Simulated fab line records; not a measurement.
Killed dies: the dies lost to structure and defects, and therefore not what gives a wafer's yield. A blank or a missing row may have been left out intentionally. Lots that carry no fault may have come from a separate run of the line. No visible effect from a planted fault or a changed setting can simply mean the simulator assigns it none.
Chamber matching || flow nand_harc || NHARC_A_CONTACT_DEP_58 on pecvd-01: 3 sister chambers
The step deposits SiON, target thk 60 nm. 18 wafers are shown with their chamber, then 9 later ones without.

== WAFERS WITH THEIR CHAMBER ==
{"wafer": "L074.2", "chamber": 1, "heater_power_w (W)": 699, "rf_fwd_power_W (W)": 349.4}
{"wafer": "L074.3", "chamber": 2, "heater_power_w (W)": 685, "rf_fwd_power_W (W)": 349.1}
{"wafer": "L074.5", "chamber": 1, "heater_power_w (W)": 702, "rf_fwd_power_W (W)": 349.4}
{"wafer": "L077.2", "chamber": 0, "heater_power_w (W)": 673, "rf_fwd_power_W (W)": 346.6}
{"wafer": "L077.3", "chamber": 1, "heater_power_w (W)": 752, "rf_fwd_power_W (W)": 349.4}
{"wafer": "L077.6", "chamber": 1, "heater_power_w (W)": 788, "rf_fwd_power_W (W)": 348.6}
{"wafer": "L086.2", "chamber": 2, "heater_power_w (W)": 672, "rf_fwd_power_W (W)": 347.8}
{"wafer": "L086.3", "chamber": 0, "heater_power_w (W)": 776, "rf_fwd_power_W (W)": 349.9}
{"wafer": "L086.5", "chamber": 1, "heater_power_w (W)": 718, "rf_fwd_power_W (W)": 347.7}
{"wafer": "L087.4", "chamber": 0, "heater_power_w (W)": 744, "rf_fwd_power_W (W)": 349.9}
{"wafer": "L087.5", "chamber": 2, "heater_power_w (W)": 683, "rf_fwd_power_W (W)": 347.7}
{"wafer": "L087.6", "chamber": 1, "heater_power_w (W)": 820, "rf_fwd_power_W (W)": 348.4}
{"wafer": "L088.2", "chamber": 1, "heater_power_w (W)": 847, "rf_fwd_power_W (W)": 349.5}
{"wafer": "L088.4", "chamber": 2, "heater_power_w (W)": 639, "rf_fwd_power_W (W)": 349.2}
{"wafer": "L088.5", "chamber": 0, "heater_power_w (W)": 702, "rf_fwd_power_W (W)": 349.4}
{"wafer": "L091.4", "chamber": 1, "heater_power_w (W)": 801, "rf_fwd_power_W (W)": 349.4}
{"wafer": "L091.5", "chamber": 2, "heater_power_w (W)": 765, "rf_fwd_power_W (W)": 348.9}
{"wafer": "L091.6", "chamber": 0, "heater_power_w (W)": 766, "rf_fwd_power_W (W)": 348.8}

SIGNATURES, as means of the wafers listed above
{"reading": "heater_power_w", "chamber 0": 732.20, "chamber 1": 765.88, "chamber 2": 688.80, "scatter within a chamber": 50.7}
{"reading": "rf_fwd_power_W", "chamber 0": 348.920, "chamber 1": 348.975, "chamber 2": 348.540, "scatter within a chamber": 0.923}
Rule: for each reading, subtract the chamber's mean from the wafer's reading, divide by that reading's scatter and square the result; add these up over the readings and take the root, which gives the wafer's distance from the chamber. The wafer belongs to the nearest chamber; if the next one is less than 2 further off, it can't be placed. The scatter: the root of (the sum of the squares of (reading less its chamber's mean) over the shown wafers, divided by (wafers less chambers)).

== WAFERS WITH NO CHAMBER GIVEN ==
{"wafer": "L090.3", "heater_power_w (W)": 733, "rf_fwd_power_W (W)": 348.1}
{"wafer": "L090.5", "heater_power_w (W)": 742, "rf_fwd_power_W (W)": 348.6}
{"wafer": "L090.6", "heater_power_w (W)": 834, "rf_fwd_power_W (W)": 348.3}
{"wafer": "L092.3", "heater_power_w (W)": 742, "rf_fwd_power_W (W)": 349.5}
{"wafer": "L092.4", "heater_power_w (W)": 739, "rf_fwd_power_W (W)": 349.1}
{"wafer": "L092.6", "heater_power_w (W)": 688, "rf_fwd_power_W (W)": 349.1}
{"wafer": "L093.1", "heater_power_w (W)": 783, "rf_fwd_power_W (W)": 348.2}
{"wafer": "L093.3", "heater_power_w (W)": 726, "rf_fwd_power_W (W)": 349.1}
{"wafer": "L093.4", "heater_power_w (W)": 779, "rf_fwd_power_W (W)": 348.3}

== CHAMBER TAKEN BY EACH ==
{"wafer": "L090.3", "from the rows above": "can't be placed: 0 or 2 or 1", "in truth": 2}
{"wafer": "L090.5", "from the rows above": "can't be placed: 0 or 1 or 2", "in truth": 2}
{"wafer": "L090.6", "from the rows above": "can't be placed: 1 or 0 or 2", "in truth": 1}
{"wafer": "L092.3", "from the rows above": "can't be placed: 0 or 1 or 2", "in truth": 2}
{"wafer": "L092.4", "from the rows above": "can't be placed: 0 or 1 or 2", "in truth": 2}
{"wafer": "L092.6", "from the rows above": "can't be placed: 2 or 0 or 1", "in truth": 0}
{"wafer": "L093.1", "from the rows above": "can't be placed: 1 or 0 or 2", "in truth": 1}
{"wafer": "L093.3", "from the rows above": "can't be placed: 0 or 1 or 2", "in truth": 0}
{"wafer": "L093.4", "from the rows above": "can't be placed: 1 or 0 or 2", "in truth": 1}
Placed correctly: 0 of 9. Cannot be placed on the basis of these rows: 9; the candidates contain the true chamber in 9. 0 placed wrongly.
